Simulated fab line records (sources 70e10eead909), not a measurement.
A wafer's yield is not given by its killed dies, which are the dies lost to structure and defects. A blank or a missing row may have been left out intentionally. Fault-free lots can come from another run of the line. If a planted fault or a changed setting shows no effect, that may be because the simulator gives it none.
fab line records | flow nand_harc
record: lots: 6 | wafers: 17 | last_day: 34
route steps=1302 shown A_WL_FILL@963
lots untouched by any fault: they come from a run of this same line in which no faults occurred
start_h: the number of hours between the record's first day and the start of the first shown wafer of the lot | wait_h: hours from the lot's prior step to this one | " unchanged from the row above | L1.1+2: one row covering several wafers at once | - either no value or no given start | * or withheld: withheld | < > ~ a bound
route shown NAME@n: names a module that has steps shown in the file, with the first one's number in the route | usual: average and standard deviation across the fault-free wafers | same: alike in all rows | chamber/n: place in a boat | sites: each site's reading | _std_site: standard deviation across them | _edge_site: inner sites' mean taken away from outer sites' mean | radius_mm: for every site, how far away it sits from the centre of the wafer | mask NAME#n: copy n | behind: the tool/chamber that last shaped the wafer | hold: reason for holding the lot/hours on hold/outcome of the hold | device: transistor that didn't switch, given as n, p or np | end of line: tests run on the same wafers once the route is complete | where a step has no rows: the recipe by itself | killed: dies lost to structure and defects at the first sort, not the wafer's yield | map: a wafer's dies, x killed, . not, _ none there
set.NAME: the setting the step ran with; set.NAME@STEP: the setting that earlier step ran with | model.NAME: the simulator's own value behind a step, which no gauge read
a table for each step, a row for each wafer; lots at some steps of the route
services: the hour from which a tool's chamber was out of use, counted from the record's first day as start_h (under 0 if before that day), plus the number of hours and why
== steps ==
step: NHARC_A_WL_FILL_ANNEAL_08
recipe: temp_c: 450 | time_s: 1800
step: NHARC_A_WL_FILL_ALD_10
recipe: target_thk_a: 500 | pulse_time_s: 10 | ald_cycles: 500 | temp_c: 300 | material: SiO2
usual: ald_cycles: 500/0 | heater_power_w: 481/32 | precursor_pulse_height_rel: 1.002/0.02 | susceptor_temp_C: 300.00/0.21
lot.wafer | tool      | chamber | start_h | wait_h | ald_cycles | heater_power_w | precursor_pulse_height_rel | since_wet_clean_h | susceptor_temp_C
L540.4    | ald_hk-02 | 0       | 505.68  | 0.6    | 500        | 452            | 0.980                      | 144               | 299.55
L540.2    | "         | 1       | "       | "      | 500        | 537            | 1.017                      | 144               | 300.21
L540.6    | "         | 3       | 507.21  | 2.1    | 500        | 531            | 0.990                      | -                 | 300.02
L542.3    | ald_hk-02 | 0       | 508.97  | 0.0    | 500        | 460            | 0.986                      | 147               | 299.92
L542.4    | "         | 1       | 509.97  | 1.0    | 500        | 529            | 0.951                      | 148               | 300.03
L542.1    | "         | 2       | 510.97  | 2.1    | 500        | 472            | 1.029                      | 149               | 300.12
L543.4    | ald_hk-01 | 0       | 546.28  | 0.1    | 500        | 467            | 1.014                      | 63                | 299.64
L543.3    | "         | 2       | 547.31  | 1.1    | 500        | 426            | 1.014                      | 64                | 299.84
L543.2    | "         | 3       | "       | "      | 500        | 492            | 0.995                      | 65                | 299.68
L546.2    | ald_hk-01 | 2       | 563.51  | 0.8    | 500        | 420            | 1.010                      | 81                | 300.06
L546.3    | "         | 3       | "       | "      | 500        | 499            | 0.997                      | 81                | 300.14
L555.4    | ald_hk-03 | 3       | 638.95  | 0.8    | 500        | 431            | 1.034                      | 56                | 300.11
L555.3    | "         | 0       | "       | "      | 500        | 482            | 0.966                      | 57                | 299.85
L555.1    | "         | 1       | "       | "      | 500        | 505            | 0.983                      | 57                | 299.75
L561.4    | ald_hk-01 | 2       | 713.74  | 0.1    | 500        | 431            | 0.993                      | 53                | 299.88
L561.3    | "         | 3       | "       | "      | 500        | 510            | 0.972                      | 53                | 300.31
L561.2    | "         | 1       | 715.28  | 1.6    | 500        | 493            | 0.999                      | 54                | 299.94
step: NHARC_A_WL_FILL_ETCHBACK_16
recipe: target_depth_a: 1200 | time_s: 24 | c4f8_flow_sccm: withheld | o2_flow_sccm: 8 | ar_flow_sccm: withheld | rf_w: 600 | bias_w: 800 | chemistry: C4F8/O2/Ar
usual: oes_product_au: 0.979/0.028 | rf_vpp_V: 722/3.7
same: time_s: 24
lot.wafer | tool        | chamber | start_h | wait_h | oes_product_au | rf_hours_counter_h | rf_vpp_V
L540.4    | rie_diel-03 | 1       | -       | -      | 0.985          | 0.9                | 720
L540.2    | "           | 2       | "       | "      | 0.989          | 0.8                | 722
L540.6    | "           | 1       | "       | "      | 0.978          | -                  | 721
L542.1    | rie_diel-12 | 0       | -       | -      | 0.987          | 3.0                | 721
L542.3    | "           | 1       | "       | "      | 1.005          | 2.9                | 727
L542.4    | "           | 2       | "       | "      | 0.988          | 2.2                | 728
L543.3    | rie_diel-03 | 0       | -       | -      | 0.996          | 1.9                | 716
L543.2    | "           | 2       | "       | "      | 0.996          | 1.8                | 722
L543.4    | "           | 3       | "       | "      | 0.992          | 1.9                | 718
L546.2    | rie_diel-03 | 3       | -       | -      | 0.989          | 2.1                | 718
L546.3    | "           | 1       | "       | "      | 0.975          | 2.0                | 718
L555.3    | rie_diel-13 | 2       | -       | -      | 0.983          | 3.4                | 717
L555.1    | "           | 3       | "       | "      | 1.006          | 2.7                | 726
L555.4    | "           | 0       | "       | "      | 0.990          | 3.0                | 722
L561.2    | rie_diel-12 | 3       | -       | -      | 1.003          | 5.5                | 718
L561.3    | "           | 1       | "       | "      | 0.989          | 6.1                | 728
L561.4    | "           | 2       | "       | "      | 0.995          | 5.6                | 727
step: NHARC_A_WL_FILL_STRIP_29
recipe: time_s: 20 | o2_flow_sccm: 500 | ar_flow_sccm: 0 | bias_w: 0 | chemistry: O2
step: NHARC_A_WL_FILL_ETCHBACK_17
recipe: target_depth_a: 40 | time_s: 26.7 | chemistry: Cl2/BCl3
usual: drypump_motor_current_A: 5.68/0.29 | oes_product_au: 0.996/0.0086
same: time_s: 26.7
lot.wafer | tool         | chamber | start_h | wait_h | drypump_motor_current_A | oes_product_au | rf_hours_counter_h
L540.2    | rie_metal-01 | 1       | 510.00  | -      | 5.84                    | 0.978          | 1.6
L540.4    | "            | 0       | "       | "      | 5.39                    | 0.984          | -
L540.6    | "            | 1       | "       | "      | 5.82                    | 0.990          | -
L542.1    | rie_metal-01 | 0       | 516.73  | -      | 5.39                    | 1.008          | 1.7
L542.4    | "            | 1       | "       | "      | 5.83                    | 0.994          | -
L542.3    | "            | 0       | "       | "      | 5.39                    | 0.995          | -
L543.2    | rie_metal-01 | 1       | 551.09  | -      | 5.85                    | 0.992          | 1.8
L543.4    | "            | 1       | "       | "      | 5.84                    | 1.000          | -
L543.3    | "            | 0       | "       | "      | 5.39                    | 0.998          | -
L546.2    | rie_metal-02 | 1       | 568.30  | -      | 6.24                    | 0.996          | 1.7
L546.3    | "            | 1       | "       | "      | 6.24                    | 1.008          | -
L555.1    | rie_metal-01 | 1       | 643.83  | -      | 5.83                    | 0.987          | 2.0
L555.4    | "            | 0       | "       | "      | 5.39                    | 1.015          | -
L555.3    | "            | 1       | "       | "      | 5.82                    | 0.992          | -
L561.2    | rie_metal-03 | 0       | 718.58  | -      | 5.37                    | 0.999          | 0.3
L561.4    | "            | 1       | "       | "      | 5.70                    | 0.992          | -
L561.3    | "            | 0       | "       | "      | 5.36                    | 0.985          | -
step: NHARC_A_WL_FILL_PRECLEAN_18
recipe: time_s: 30 | chemistry: dHF
step: NHARC_A_WL_FILL_SRD_21
step: NHARC_A_WL_FILL_CVD_23
recipe: target_thk_a: 400 | temp_c: 620 | pressure_mtorr: 200 | time_s: 800 | material: poly-Si
step: NHARC_A_WL_FILL_ETCHBACK_26
recipe: target_depth_a: 520 | time_s: 13.3 | hbr_flow_sccm: 150 | rf_w: 350 | icp_w: 350 | bias_w: 60 | chemistry: HBr
usual: drypump_motor_current_A: 5.7/0.33 | oes_product_au: 0.999/0.01 | throttle_valve_pct: 23.265/0.0078
same: time_s: 13.3
lot.wafer | tool      | chamber | start_h | wait_h | drypump_motor_current_A | oes_product_au | rf_hours_counter_h | throttle_valve_pct
L540.4    | rie_si-02 | 1       | 515.20  | 0.4    | 5.6                     | 0.995          | 0.4                | 23.261
L540.2    | "         | 3       | "       | "      | 5.7                     | 0.984          | 0.3                | 23.266
L540.6    | "         | 1       | "       | "      | 5.7                     | 1.001          | -                  | 23.268
L542.4    | rie_si-02 | 3       | 522.87  | 0.4    | 5.7                     | 1.002          | 0.3                | 23.265
L542.1    | "         | 0       | "       | "      | 6.0                     | 1.012          | 0.4                | 23.280
L542.3    | "         | 1       | "       | "      | 5.6                     | 0.998          | 0.5                | 23.269
L543.3    | rie_si-01 | 1       | 557.08  | 0.4    | 5.7                     | 0.992          | 0                  | 23.251
L543.2    | "         | 2       | "       | "      | 5.1                     | 0.997          | 0                  | 23.255
L543.4    | "         | 0       | "       | "      | 6.2                     | 1.001          | 0                  | 23.264
L546.2    | rie_si-04 | 2       | 573.26  | 0.4    | 5.3                     | 1.018          | 0.3                | 23.271
L546.3    | "         | 0       | "       | "      | 5.9                     | 1.011          | 0.3                | 23.277
L555.4    | rie_si-01 | 2       | 648.29  | 0.4    | 5.1                     | 0.991          | 0.7                | 23.257
L555.3    | "         | 3       | "       | "      | 5.8                     | 0.975          | 0.7                | 23.266
L555.1    | "         | 1       | "       | "      | 5.7                     | 1.015          | 0.7                | 23.264
L561.2    | rie_si-02 | 1       | 723.78  | 0.4    | 5.6                     | 0.998          | 0.2                | 23.257
L561.4    | "         | 2       | "       | "      | 5.2                     | 1.014          | 0.8                | 23.261
L561.3    | "         | 0       | "       | "      | 6.0                     | 1.008          | 0.7                | 23.274
step: NHARC_A_WL_FILL_PRECLEAN_30
recipe: time_s: 10 | chemistry: dHF
step: NHARC_A_WL_FILL_SRD_14
step: NHARC_A_WL_FILL_ALD_19
recipe: target_thk_a: 20 | pulse_time_s: 3 | ald_cycles: 100 | temp_c: 450 | material: TiN
usual: ald_cycles: 100/0 | heater_power_w: 1081/110 | precursor_pulse_height_rel: 1.003/0.017 | susceptor_temp_C: 449.99/0.25
lot.wafer | tool         | chamber | start_h | wait_h | ald_cycles | heater_power_w | precursor_pulse_height_rel | since_wet_clean_h | susceptor_temp_C
L540.2    | ald_metal-03 | 1       | 515.49  | 0.1    | 100        | 1191           | 1.002                      | 116               | 450.28
L540.6    | "            | 0       | "       | "      | 100        | 1057           | 0.997                      | -                 | 449.59
L540.4    | "            | 2       | "       | "      | 100        | 1060           | 1.024                      | -                 | 449.96
L542.4    | ald_metal-02 | 3       | 523.12  | 0.1    | 100        | 1005           | 1.012                      | 81                | 449.69
L542.1    | "            | 0       | "       | "      | 100        | 984            | 0.997                      | 81                | 450.11
L542.3    | "            | 1       | "       | "      | 100        | 1183           | 0.993                      | 81                | 450.22
L543.3    | ald_metal-02 | 0       | 557.37  | 0.1    | 100        | 1007           | 1.026                      | 115               | 449.94
L543.4    | "            | 1       | "       | "      | 100        | 1198           | 0.997                      | 115               | 450.19
L543.2    | "            | 2       | "       | "      | 93         | 1162           | 1.027                      | 115               | 449.84
L546.2    | ald_metal-02 | 0       | 573.53  | 0.1    | 93         | 1001           | 0.993                      | 132               | 449.69
L546.3    | "            | 3       | "       | "      | 100        | 1012           | 1.001                      | 132               | 449.94
L555.1    | ald_metal-02 | 0       | 648.56  | 0.1    | 100        | 1013           | 0.993                      | 29                | 450.01
L555.3    | "            | 1       | "       | "      | 100        | 1189           | 0.996                      | 29                | 449.89
L555.4    | "            | 3       | "       | "      | 100        | 1052           | 0.994                      | 29                | 449.74
L561.3    | ald_metal-03 | 3       | 724.05  | 0.1    | 100        | 963            | 1.009                      | 146               | 450.04
L561.4    | "            | 1       | "       | "      | 100        | 1128           | 0.988                      | 146               | 449.99
L561.2    | "            | 2       | "       | "      | 100        | 1047           | 1.018                      | 146               | 449.65
step: NHARC_A_WL_FILL_CVD_20
recipe: target_thk_a: 1000 | temp_c: 400 | pressure_torr: 40 | wf6_flow_sccm: 40 | h2_flow_sccm: 1600 | ar_flow_sccm: 1560 | time_s: 74 | material: W
usual: heater_power_w: 821/62 | mfc_h2_sccm: 1601/4.4 | susceptor_temp_C: 400.03/0.22 | throttle_valve_pct: 7.8/0.4
same: time_s: 74
lot.wafer | tool     | chamber | start_h | wait_h | heater_power_w | mfc_h2_sccm | since_wet_clean_h | susceptor_temp_C | throttle_valve_pct
L540.2    | cvd_w-01 | 1       | -       | -      | 775            | 1595        | 136               | 400.20           | 8.2
L540.4    | "        | 1       | "       | "      | 790            | 1600        | -                 | 400.06           | 7.8
L540.6    | "        | 1       | "       | "      | 756            | 1603        | -                 | 400.29           | 7.8
L542.1    | cvd_w-01 | 1       | -       | -      | 767            | 1597        | 144               | 400.20           | 8.2
L542.4    | "        | 0       | "       | "      | 917            | 1597        | -                 | 400.21           | 7.4
L542.3    | "        | 1       | "       | "      | 788            | 1597        | -                 | 399.84           | 8.0
L543.2    | cvd_w-02 | 0       | -       | -      | 766            | 1600        | 95                | -                | 8.7
L543.3    | "        | 1       | "       | "      | 812            | 1604        | -                 | -                | 7.8
L543.4    | "        | 0       | "       | "      | 766            | 1601        | -                 | -                | 8.5
L546.2    | cvd_w-01 | 0       | -       | -      | 902            | 1608        | 13                | 399.99           | 7.4
L546.3    | "        | 0       | "       | "      | 895            | 1605        | -                 | 400.13           | 7.6
L555.1    | cvd_w-02 | 1       | -       | -      | 778            | 1598        | 5                 | 399.95           | 7.4
L555.4    | "        | 1       | "       | "      | 796            | 1602        | -                 | 399.62           | 7.6
L555.3    | "        | 0       | "       | "      | 739            | 1598        | -                 | 400.29           | 8.3
L561.2    | cvd_w-02 | 1       | -       | -      | 759            | 1602        | 80                | -                | 7.5
L561.4    | "        | 1       | "       | "      | 775            | 1605        | -                 | -                | 7.5
L561.3    | "        | 0       | "       | "      | 727            | 1595        | -                 | -                | 8.4
== services ==
tool         | chamber | start_h | hours | kind
cvd_w-01     | 1       | 489.13  | 1.7   | repair
ald_metal-03 | -       | 493.92  | 1.0   | repair
ald_metal-03 | 3       | 514.36  | 7.1   | repair
cvd_w-02     | 1       | 518.55  | 5.6   | repair
ald_hk-02    | -       | 525.34  | 0.4   | repair
ald_hk-02    | -       | 531.11  | 10.0  | pm
rie_si-01    | 2       | 540.51  | 6.3   | repair
ald_metal-02 | 1       | 543.84  | 4.9   | repair
rie_si-01    | -       | 547.00  | 9.0   | pm
cvd_w-01     | -       | 547.53  | 13.0  | pm
rie_metal-01 | -       | 575.03  | 9.0   | pm
cvd_w-01     | -       | 576.27  | 0.8   | repair
ald_metal-02 | 0       | 591.28  | 3.9   | repair
ald_metal-02 | -       | 600.19  | 0.8   | repair
ald_metal-02 | -       | 610.00  | 10.0  | pm
rie_diel-03  | 3       | 621.71  | 6.9   | repair
cvd_w-02     | -       | 631.00  | 13.0  | pm
rie_si-02    | -       | 631.00  | 9.0   | pm
ald_hk-01    | -       | 652.00  | 10.0  | pm
rie_diel-03  | -       | 654.72  | 9.0   | pm
rie_si-02    | 1       | 655.17  | 58.8  | repair
rie_diel-03  | 1       | 671.94  | 4.3   | repair
ald_metal-02 | 1       | 676.24  | 14.5  | repair
rie_si-02    | -       | 717.84  | 0.6   | repair
== key ==
first_sign: step: NHARC_A_WL_FILL_ALD_19 | reading: ald_cycles | direction: down | sigmas: 99+ | usual: 100 | struck: 93
effect none on later readings
met_at NHARC_A_WL_FILL_ALD_19
struck_wafers L543.2,L546.2
tester_left_out L543,L546
onset_between 523.12 557.37
fault: kind: process_parameter_drift | tool: ald_metal-02 | chamber: - | onset_h: 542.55 | steps: NHARC_A_WL_FILL_ALD_19 | channel: ald_cycles | offset: -7 | shape: step | end_h: 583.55 | scope: struck_wafers_only | acts_in: these_recipes_only | stated: 100
tester_left_out: of these lots the tester's yield and bins aren't shown, on N5 and GAA mostly nor the transistor test; their killed dies are dies lost to structure and defects alone, not to doping, threshold or leakage, so they don't give the yield
